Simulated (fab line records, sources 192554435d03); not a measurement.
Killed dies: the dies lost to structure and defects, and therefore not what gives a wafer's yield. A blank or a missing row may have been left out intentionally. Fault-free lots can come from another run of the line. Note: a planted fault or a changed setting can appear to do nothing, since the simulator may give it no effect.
Which tool did it? ; flow n5-finfet ; 36 wafers sampled from 12 lots at 1 step of a route of 1938

WHAT THE GAUGES SHOWED, per wafer
N5_BEOL_M1_CD_MEAS_35: target cd 18 nm, target cd y 21 nm.
lot;measured;on;cd-nm (nm)
L075;day 6 16:22;cd-sem-01;18.2 18.2 18.5
L077;day 7 14:38;cd-sem-02;18.5 18.4 18.2
L079;day 8 07:07;cd-sem-03;17.9 17.7 18.0
L081;day 8 12:05;cd-sem-03;18.3 18.2 17.8
L083;day 9 00:23;cd-sem-01;17.9 17.7 17.7
L085;day 9 03:34;cd-sem-03;17.7 17.6 17.8
L087;day 9 15:02;cd-sem-02;18.0 17.6 17.5
L090;day 10 06:41;cd-sem-02;17.8 17.9 17.5
L091;day 10 18:47;cd-sem-02;18.5 18.4 18.2
L094;day 11 04:36;cd-sem-03;18.7 18.2 18.1
L095;day 11 16:47;cd-sem-02;17.9 18.4 17.8
L097;day 13 08:55;cd-sem-01;18.8 17.9 18.1

WHAT TOOL EACH LOT RAN ON (gives the tool, then ch and the chambers of the sampled wafers, and finally the start)
No process step before these readings appears in the record.

THE ANSWER, worked out from the rows above alone
Rule: the lots themselves supply what counts as usual. Put in order of their means at a reading, lots are off if they are a third of the lots or fewer, leave a main group of 4 or more, and stand apart from it by a gap of 3 or more times the standard deviation of the main group's means; of several such gaps the widest counts. A main group whose means are all the same, to the digits that the tables above print for the reading, isn't used. Also off: a lot with no number at a reading for which 4 or more lots have one. All remaining lots with rows at the step are treated as sound.
Nothing can be told from this: no lot is off at any reading shown.

WHAT WAS PUT IN BY THE SIMULATOR
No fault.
